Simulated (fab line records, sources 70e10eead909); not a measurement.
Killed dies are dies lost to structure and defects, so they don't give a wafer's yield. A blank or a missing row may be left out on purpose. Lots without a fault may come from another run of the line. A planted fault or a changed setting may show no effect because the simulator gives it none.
Chamber matching | flow nand_harc | NHARC_A_STAIRCASE_DESCUM_312 on rie_diel-08: 4 sister chambers
The step chemistry O2, time 3 s. 22 wafers are shown with their chamber, then 11 later ones without.

WAFERS WITH THEIR CHAMBER
wafer  | chamber | showerhead_plenum_p_Torr (Torr) | drypump_motor_current_A (A) | oes_product_au (a.u.)
L074.1 | 2       | 1.79                            | 5.8                         | 1.007
L074.2 | 3       | 1.88                            | 5.2                         | 0.999
L074.6 | 3       | 1.88                            | 5.2                         | 0.994
L076.1 | 2       | 1.79                            | 5.8                         | 1.015
L076.2 | 1       | 2.01                            | 6.6                         | 1.006
L076.3 | 0       | 1.84                            | 5.8                         | 1.000
L076.4 | 3       | 1.88                            | 5.2                         | 1.003
L076.5 | 3       | 1.88                            | 5.2                         | 0.991
L076.6 | 2       | 1.79                            | 5.8                         | 1.018
L077.3 | 1       | 2.01                            | 6.6                         | 0.995
L077.4 | 0       | 1.84                            | 5.8                         | 0.999
L077.5 | 0       | 1.84                            | 5.8                         | 1.002
L079.3 | 1       | 2.01                            | 6.6                         | 0.985
L079.5 | 0       | 1.84                            | 5.8                         | 1.004
L079.6 | 3       | 1.88                            | 5.2                         | 1.001
L085.1 | 1       | 2.01                            | 6.6                         | 0.984
L085.5 | 0       | 1.84                            | 5.7                         | 0.993
L085.6 | 3       | 1.87                            | 5.2                         | 0.997
L086.1 | 0       | 1.84                            | 5.7                         | 0.996
L086.2 | 3       | 1.87                            | 5.2                         | 0.994
L086.4 | 1       | 2.01                            | 6.6                         | 0.977
L090.2 | 3       | 1.87                            | 5.2                         | 0.995

SIGNATURES (means of the wafers above)
reading                  | chamber 0 | chamber 1 | chamber 2 | chamber 3 | scatter within a chamber
showerhead_plenum_p_Torr | 1.8400    | 2.0100    | 1.7900    | 1.8762    | 0.00323
drypump_motor_current_A  | 5.767     | 6.600     | 5.800     | 5.200     | 0.0272
oes_product_au           | 0.99900   | 0.98940   | 1.01333   | 0.99675   | 0.00653
Rule: a wafer's distance from a chamber is the root of the sum, over the readings, of the square of ((its reading less the chamber's mean) divided by the reading's scatter). The wafer belongs to the nearest chamber; if the next one is less than 2 further off, it can't be placed. The scatter: the root of (the sum of the squares of (reading less its chamber's mean) over the shown wafers, divided by (wafers less chambers)).

WAFERS WITHOUT THEIR CHAMBER
wafer  | showerhead_plenum_p_Torr (Torr) | drypump_motor_current_A (A) | oes_product_au (a.u.)
L090.4 | 2.00                            | 6.6                         | 0.997
L090.6 | 1.84                            | 5.8                         | 0.998
L091.1 | 1.84                            | 5.8                         | 0.999
L091.3 | 1.78                            | 5.8                         | 1.010
L091.6 | 1.78                            | 5.8                         | 1.011
L095.3 | 1.87                            | 5.2                         | 1.002
L095.5 | 2.00                            | 6.6                         | 0.995
L095.6 | 1.83                            | 5.8                         | 0.989
L097.1 | 1.78                            | 5.8                         | 1.006
L097.2 | 2.00                            | 6.6                         | 0.992
L097.6 | 1.86                            | 5.2                         | 0.995

WHICH CHAMBER EACH WENT THROUGH
wafer  | from the rows above | in truth
L090.4 | 1                   | 1
L090.6 | 0                   | 0
L091.1 | 0                   | 0
L091.3 | 2                   | 2
L091.6 | 2                   | 2
L095.3 | 3                   | 3
L095.5 | 1                   | 1
L095.6 | 0                   | 0
L097.1 | 2                   | 2
L097.2 | 1                   | 1
L097.6 | 3                   | 3
Placed correctly: 11 of 11. Can't be placed from these rows: 0. Placed wrongly: 0.
